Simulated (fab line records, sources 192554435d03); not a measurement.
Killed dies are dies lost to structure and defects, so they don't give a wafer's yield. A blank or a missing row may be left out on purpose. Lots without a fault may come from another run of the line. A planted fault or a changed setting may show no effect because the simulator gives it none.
Which tool did it? | flow n5_finfet | 10 lots, 30 wafers sampled, at 5 steps of a route of 1938

WHAT THE GAUGES READ, wafer by wafer
The record holds no reading of a measuring or inspecting step that can be judged against a usual standard deviation.

WHICH TOOL RAN EACH LOT (tool, then ch and the chambers of the sampled wafers, then the start)
lot  | N5_MIM_BOT_LITHO_DESCUM_10         | N5_PASSIVATION_PASS_ETCH_74        | N5_PASSIVATION_ETCH_15                        | N5_PASSIVATION_AL_DEP_21     | N5_PASSIVATION_PROBE_49
L951 | rie_diel-05 ch 0,1,3, day 12 13:14 | rie_diel-01 ch 0,1, day 12 16:38   | rie_diel-01 ch 0,1, day 12 17:25 or earlier   | pvd_sputter-02, day 12 17:25 | prober-02, day 12 23:55
L949 | rie_diel-02 ch 1,2, day 12 13:32   | rie_diel-06 ch 0,2,3, day 12 16:52 | rie_diel-06 ch 0,2,3, day 12 18:22 or earlier | pvd_sputter-02, day 12 18:22 | -
L953 | rie_diel-04 ch 1,2,3, day 12 23:29 | rie_diel-03 ch 0,3, day 13 01:09   | rie_diel-03 ch 0,3, day 13 02:01 or earlier   | pvd_sputter-01, day 13 02:01 | -
L954 | rie_diel-04 ch 2,3, day 13 08:10   | rie_diel-03 ch 0,1,2, day 13 09:37 | rie_diel-03 ch 0,1,2, day 13 10:25 or earlier | pvd_sputter-02, day 13 10:25 | -
L962 | rie_diel-02 ch 0,2, day 15 00:59   | rie_diel-01 ch 0,2,3, day 15 04:33 | rie_diel-01 ch 0,2,3, day 15 05:14 or earlier | pvd_sputter-03, day 15 05:14 | prober-01, day 15 10:38
L965 | rie_diel-04 ch 0,2,3, day 15 15:52 | rie_diel-03 ch 0,1, day 15 19:13   | rie_diel-03 ch 0,1, day 15 20:10 or earlier   | pvd_sputter-02, day 15 20:10 | prober-01, day 16 01:46
L966 | rie_diel-02 ch 0,2, day 15 16:03   | rie_diel-03 ch 0,3, day 15 18:43   | rie_diel-03 ch 0,3, day 15 19:25 or earlier   | pvd_sputter-03, day 15 19:25 | -
L970 | rie_diel-05 ch 0,2,3, day 17 11:49 | rie_diel-01 ch 1,2, day 17 13:43   | rie_diel-01 ch 1,2, day 17 14:34 or earlier   | pvd_sputter-03, day 17 14:34 | -
L971 | rie_diel-05 ch 0,1, day 17 16:17   | rie_diel-01 ch 0,1,2, day 17 17:59 | rie_diel-01 ch 0,1,2, day 17 19:31 or earlier | pvd_sputter-03, day 17 19:31 | -
L972 | rie_diel-04 ch 0,1,2, day 17 18:12 | rie_diel-01 ch 0,2,3, day 17 20:49 | rie_diel-01 ch 0,2,3, day 17 22:47 or earlier | pvd_sputter-03, day 17 22:47 | prober-02, day 18 05:37
- N5_MIM_BOT_LITHO_DESCUM_10: chemistry O2, time 7.9 s.
- N5_PASSIVATION_PASS_ETCH_74: etches SiNx in CF4/O2, target depth 220 nm, time 110 s.
- N5_PASSIVATION_ETCH_15: etches SiCN in CF4/N2, target depth 75 nm, time 81.2 s.
- N5_PASSIVATION_AL_DEP_21: deposits Al, target thk 2800 nm, time 170 s.
- N5_PASSIVATION_PROBE_49

WHAT THE TOOLS THEMSELVES READ (means of the sampled wafers that have a number; where no wafer has one, the mark that the record gives instead)
N5_MIM_BOT_LITHO_DESCUM_10. Usual: drypump_motor_current_A 5.7 A, standard deviation 0.47; o2_flow_sccm 225.0 sccm, standard deviation 0.71; oes_product_au 0.81 a.u., standard deviation 0.064; rf_vpp_V 243.4 V, standard deviation 1.3; showerhead_plenum_p_Torr 2.12 Torr, standard deviation 0.072; throttle_valve_pct 20.36 %, standard deviation 0.23.
lot  | tool        | drypump_motor_current_A (A) | o2_flow_sccm (sccm) | oes_product_au (a.u.) | rf_vpp_V (V) | showerhead_plenum_p_Torr (Torr) | throttle_valve_pct (%) | flag
L951 | rie_diel-05 | 5.7                         | 224.6               | 0.78                  | 243.1        | 2.10                            | 20.39                  |
L949 | rie_diel-02 | 5.7                         | 225.2               | 0.80                  | 243.6        | 2.13                            | 20.53                  |
L953 | rie_diel-04 | 5.6                         | 225.1               | 0.81                  | 242.9        | 2.08                            | 20.41                  |
L954 | rie_diel-04 | 5.7                         | 225.6               | 0.82                  | 244.1        | 2.11                            | 20.23                  |
L962 | rie_diel-02 | 6.4                         | 224.0               | 0.86                  | 244.6        | 2.22                            | 20.16                  |
L965 | rie_diel-04 | 5.3                         | 224.9               | 0.83                  | 243.8        | 2.14                            | 20.28                  |
L966 | rie_diel-02 | 6.0                         | 224.8               | 0.84                  | 245.3        | 2.20                            | 20.37                  |
L970 | rie_diel-05 | 5.7                         | 225.6               | 0.77                  | 242.6        | 2.07                            | 20.51                  |
L971 | rie_diel-05 | 5.8                         | 224.5               | 0.74                  | 242.9        | 2.12                            | 20.27                  |
L972 | rie_diel-04 | 5.6                         | 224.9               | 0.80                  | 242.6        | 2.11                            | 20.36                  |

N5_PASSIVATION_PASS_ETCH_74. Usual: cf4_flow_sccm 100.0 sccm, standard deviation 0.3; drypump_motor_current_A 5.7 A, standard deviation 0.5; oes_o_777_au 0.77 a.u., standard deviation 0.075; oes_product_au 0.77 a.u., standard deviation 0.082; rf_vpp_V 241.3 V, standard deviation 2.1; showerhead_plenum_p_Torr 2.25 Torr, standard deviation 0.055; throttle_valve_pct 15.95 %, standard deviation 0.23.
lot  | tool        | cf4_flow_sccm (sccm) | drypump_motor_current_A (A) | oes_o_777_au (a.u.) | oes_product_au (a.u.) | rf_vpp_V (V) | showerhead_plenum_p_Torr (Torr) | throttle_valve_pct (%) | flag
L951 | rie_diel-01 | 100.1                | 5.5                         | 0.79                | 0.80                  | 239.1        | 2.30                            | 15.93                  |
L949 | rie_diel-06 | 99.8                 | 5.9                         | 0.79                | 0.79                  | 238.6        | 2.21                            | 15.94                  |
L953 | rie_diel-03 | 100.0                | 5.4                         | 0.77                | 0.76                  | 242.1        | 2.26                            | 15.80                  |
L954 | rie_diel-03 | 100.0                | 5.7                         | 0.71                | 0.70                  | 242.4        | 2.27                            | 16.03                  |
L962 | rie_diel-01 | 119.9                | 5.9                         | 0.69                | 0.82                  | 245.2        | 2.34                            | 16.64                  | OFF
L965 | rie_diel-03 | 100.1                | 5.5                         | 0.71                | 0.69                  | 242.9        | 2.26                            | 15.94                  |
L966 | rie_diel-03 | 99.5                 | 5.4                         | 0.75                | 0.74                  | 242.8        | 2.25                            | 15.85                  |
L970 | rie_diel-01 | 99.9                 | 5.3                         | 0.85                | 0.86                  | 241.5        | 2.27                            | 15.88                  |
L971 | rie_diel-01 | 100.0                | 5.7                         | 0.78                | 0.79                  | 240.5        | 2.27                            | 15.97                  |
L972 | rie_diel-01 | 100.0                | 6.0                         | 0.78                | 0.78                  | 241.9        | 2.21                            | 15.94                  |

N5_PASSIVATION_ETCH_15. Usual: cf4_flow_sccm 60.01 sccm, standard deviation 0.17; drypump_motor_current_A 5.7 A, standard deviation 0.5; oes_product_au 0.77 a.u., standard deviation 0.08; rf_vpp_V 383.3 V, standard deviation 1.6; showerhead_plenum_p_Torr 2.25 Torr, standard deviation 0.056; throttle_valve_pct 15.40 %, standard deviation 0.23.
lot  | tool        | cf4_flow_sccm (sccm) | drypump_motor_current_A (A) | oes_product_au (a.u.) | rf_vpp_V (V) | showerhead_plenum_p_Torr (Torr) | throttle_valve_pct (%) | flag
L951 | rie_diel-01 | 60.01                | 5.6                         | 0.80                  | 384.8        | 2.31                            | 15.38                  |
L949 | rie_diel-06 | 60.05                | 5.9                         | 0.80                  | 382.4        | 2.22                            | 15.39                  |
L953 | rie_diel-03 | 60.03                | 5.4                         | 0.75                  | 383.8        | 2.26                            | 15.25                  |
L954 | rie_diel-03 | 60.03                | 5.7                         | 0.70                  | 384.4        | 2.27                            | 15.48                  |
L962 | rie_diel-01 | 60.11                | 5.9                         | 0.81                  | 382.5        | 2.22                            | 15.35                  |
L965 | rie_diel-03 | 60.00                | 5.5                         | 0.69                  | 383.5        | 2.26                            | 15.40                  |
L966 | rie_diel-03 | 59.90                | 5.4                         | 0.74                  | 384.0        | 2.25                            | 15.28                  |
L970 | rie_diel-01 | 59.71                | 5.3                         | 0.86                  | 384.1        | 2.27                            | 15.32                  |
L971 | rie_diel-01 | 59.97                | 5.7                         | 0.80                  | 383.9        | 2.27                            | 15.41                  |
L972 | rie_diel-01 | 59.86                | 5.9                         | 0.79                  | 382.1        | 2.21                            | 15.39                  |

N5_PASSIVATION_AL_DEP_21. Usual: susceptor_temp_C 400.01 C, standard deviation 0.23; throttle_valve_pct 30.1 %, standard deviation 1.
lot  | tool           | susceptor_temp_C (C) | throttle_valve_pct (%) | flag
L951 | pvd_sputter-02 | 400.01               | 30.8                   |
L949 | pvd_sputter-02 | 400.08               | 31.5                   |
L953 | pvd_sputter-01 | 400.05               | 30.5                   |
L954 | pvd_sputter-02 | 399.79               | 31.1                   |
L962 | pvd_sputter-03 | 399.88               | 29.0                   |
L965 | pvd_sputter-02 | 399.82               | 30.8                   |
L966 | pvd_sputter-03 | 399.96               | 29.0                   |
L970 | pvd_sputter-03 | 399.84               | 29.1                   |
L971 | pvd_sputter-03 | 400.07               | 30.0                   |
L972 | pvd_sputter-03 | 399.81               | 29.3                   |

N5_PASSIVATION_PROBE_49. Usual: defect_limited_yield 91.3 %, standard deviation 1.3; killed_at_M0_to_M3 32, standard deviation 11; killed_at_M4_up 15, standard deviation 5.6; killed_at_contacts 12, standard deviation 6; killed_at_front_end 40, standard deviation 11; killed_at_other 3.5, standard deviation 2.6; killed_dies 102, standard deviation 15; killed_open 67, standard deviation 12; killed_short 34, standard deviation 7.3; sort_bin_5_function 5.1 %, standard deviation 0.85; sort_bin_6_memory 3.2 %, standard deviation 0.61; sort_n_pass 1078, standard deviation 15; sort_yield_pct 91.3 %, standard deviation 1.3.
lot  | tool      | defect_limited_yield (%) | killed_at_M0_to_M3 | killed_at_M4_up | killed_at_contacts | killed_at_front_end | killed_at_other | killed_dies | killed_open | killed_short | sort_bin_5_function (%) | sort_bin_6_memory (%) | sort_n_pass | sort_yield_pct (%) | flag
L951 | prober-02 | 91.2                     | 42                 | 17              | 9                  | 33                  | 3.3             | 104         | 64          | 40           | 5.0                     | 3.5                   | 1076        | 91.2               |
L962 | prober-01 | 91.7                     | 31                 | 13              | 6                  | 43                  | 5.0             | 98          | 61          | 36           | 5.1                     | 2.9                   | 1082        | 91.7               |
L965 | prober-01 | 90.4                     | 20                 | 20              | 12                 | 58                  | 3.3             | 114         | 77          | 35           | 5.7                     | 3.5                   | 1066        | 90.4               |
L972 | prober-02 | 92.1                     | 26                 | 9               | 25                 | 30                  | 2.3             | 93          | 69          | 24           | 4.3                     | 3.3                   | 1087        | 92.1               |

THE ANSWER, worked out from the rows above alone
Rule: a lot is off if the mean of its wafers that have a number lies more than 3 standard deviations from the usual mean. A lot without any number at a reading at which 4 lots or more have one is off too. The other lots that the step has rows for count as sound. The gauges are gone through in route order, then the tools' own readings, and for those a lot's mean is taken as printed above. The first step at which some lot is off is used, and at that step the reading that is off furthest; a lot without a number counts as furthest.
Off: L962, at N5_PASSIVATION_PASS_ETCH_74 (cf4_flow_sccm).
A tool fits if, at that step or a process step before it, it ran every lot that is off, and no sound lot after the first of them. None of those tried fits.

WHAT THE SIMULATOR HAD PUT IN
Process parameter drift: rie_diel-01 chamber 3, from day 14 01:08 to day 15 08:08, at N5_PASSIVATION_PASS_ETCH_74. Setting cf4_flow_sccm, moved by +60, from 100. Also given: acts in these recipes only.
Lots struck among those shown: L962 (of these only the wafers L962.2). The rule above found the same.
